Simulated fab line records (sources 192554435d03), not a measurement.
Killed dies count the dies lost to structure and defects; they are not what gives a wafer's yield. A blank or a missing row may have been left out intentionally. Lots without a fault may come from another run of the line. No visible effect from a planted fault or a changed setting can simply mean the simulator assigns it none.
Comparing a struck lot with a sound one / flow n5 finfet / 15 steps out of a route of 1938
Sound: wafers L225.1, L225.5, L225.6. Struck: wafer L240.5. (L240.4 of the same lot was not struck and is left out.) The cause comes at the end.
Each step with rows lists, per side, the tool, then ch with its chambers, then its first start. Under that, the readings that differ: sound wafers / struck wafers / difference of the means / sigmas: that difference in standard deviations of wafers without a fault.
alike: same words and numbers on both sides, and readings whose means sit less than 2 such deviations apart. not compared: any withheld reading, any reading some wafer has no value for, any bound like >300 that may hide the same value, and any number with overlapping values for which the record gives no deviation.
Wherever a step has rows on one side only, a row that says differs or no value, or a row with sigmas, the two part there. When numbers do not overlap yet have no deviation, they are printed without sigmas and do not part them. A reading missing from all wafers of one side parts the sides only when that side holds two or more wafers.

N5_MOL_CONTACT_COAG_CONTACT_ETCH_14: etches SiO2 in C4F6/O2, target depth 27.5 nm, overetch 8.5 nm, time 20 s.
  sound on rie diel-04 ch 2,3, day 5 09:29; struck on rie diel-06 ch 0, day 9 07:33
reading=oes_o_777_au (a.u.); sound=0.73 0.69 0.73; struck=0.90; difference=+0.18; sigmas=+2
reading=oes product au (a.u.); sound=0.61 0.60 0.62; struck=0.77; difference=+0.16; sigmas=+3
  alike: drypump motor current A, rf vpp V, showerhead plenum p Torr, throttle valve pct
  not compared: rf hours counter h
then, 1 step without rows for these wafers: N5_MOL_CONTACT_COAG_STRIP_109 (strips in C4F6/O2).
N5_MOL_CONTACT_COAG_ETCH_15: etches SiNx in CH3F/O2, stops on Si:P, target depth 7 nm.
  sound on rie diel-04 ch 2,3, day 5 09:32; struck on rie diel-06 ch 0, day 9 07:35
reading=oes_o_777_au (a.u.); sound=0.75 0.68 0.74; struck=0.90; difference=+0.18; sigmas=+2
reading=oes product au (a.u.); sound=0.53 0.51 0.53; struck=0.66; difference=+0.14; sigmas=+2
  alike: drypump motor current A, rf vpp V, showerhead plenum p Torr, throttle valve pct
  not compared: rf hours counter h
then, 2 steps without rows for these wafers: N5_MOL_CONTACT_COAG_ETCH_110 (etches Si in CF4/O2, target depth 2.5 nm, time 8 s); N5_MOL_CONTACT_COAG_STRIP_98 (strips in N2/H2).
N5_MOL_CONTACT_COAG_CD_MEAS_99: the cd target is 17.2 nm.
  sound on cd sem-01, day 5 09:42; struck on cd sem-02, day 9 07:46
  alike: cd nm
then, 2 steps without rows for these wafers: N5_MOL_CONTACT_COAG_IMPLANT_129; N5_MOL_CONTACT_COAG_PRECLEAN_111 (cleans in NF3:NH3, afs cycles 1, time 20 s, sublimation time 60 s).
N5_MOL_CONTACT_COAG_TI_SIL_19: material Ti, target thk 4.2 nm, time 15 s.
  sound on pvd sputter-03, day 5 10:12; struck on pvd sputter-01, day 9 09:37
  alike: chamber pressure pa, susceptor temp C, throttle valve pct
N5_MOL_CONTACT_COAG_ALD_20: deposits TiN, target thk 1.5 nm, pulse time 1 s, purge time 3 s.
  sound on ald metal-02 ch 0,1,3, day 5 10:19; struck on ald metal-02 ch 2, day 9 09:46
  alike: heater power w, precursor pulse height rel, susceptor temp C
then, 2 steps without rows for these wafers: N5_MOL_CONTACT_COAG_SIL_ANNEAL_21 (time 60 s); N5_MOL_CONTACT_COAG_PRE_CLEAN_141 (time 60 s).
N5_MOL_CONTACT_COAG_SPUTTER_143: material Co, target thk 2.5 nm.
  sound on pvd sputter-01, day 5 11:06; struck on pvd sputter-01, day 9 11:11
reading=model.Co_of_MOL_CONTACT_COAG_SPUTTER_143.thk nm (nm); sound=2.4 2.4 2.4; struck=4.2; difference=+1.8; sigmas=
  alike: chamber pressure pa, susceptor temp C, throttle valve pct
N5_MOL_CONTACT_COAG_CO_FILL_22: material Co, precursor CCTBA/H2, target thk 20 nm.
  sound on cvd co-01 ch 0,2, day 5 11:22; struck on cvd co-02 ch 2, day 9 11:36
  alike: heater power w, susceptor temp C
-- here the record skips 4 days between the struck wafers' starts before and after, leaving off in module MOL_CONTACT_COAG and picking up in module BEOL_M4 (first step shown: number 1111 of the route) --
N5_BEOL_M4_RC_MEAS_101:
  sound on prober-01 ch 0, day 9 15:49; struck on prober-01 ch 0, day 13 17:04
  alike: DIBL_N, DIBL_P, IOFF_N, IOFF_P, ION_N, ION_P, SS_N, SS_P, VT_N, VT_P

WHERE THEY PART
Last at N5_MOL_CONTACT_COAG_ETCH_15 as far as this record goes, first at N5_MOL_CONTACT_COAG_CONTACT_ETCH_14. Later steps at which nothing parts them and some readings are alike: N5_MOL_CONTACT_COAG_CD_MEAS_99, N5_MOL_CONTACT_COAG_TI_SIL_19, N5_MOL_CONTACT_COAG_ALD_20, N5_MOL_CONTACT_COAG_SPUTTER_143, N5_MOL_CONTACT_COAG_CO_FILL_22, N5_BEOL_M4_RC_MEAS_101.

WHY: what had been put in by the simulator
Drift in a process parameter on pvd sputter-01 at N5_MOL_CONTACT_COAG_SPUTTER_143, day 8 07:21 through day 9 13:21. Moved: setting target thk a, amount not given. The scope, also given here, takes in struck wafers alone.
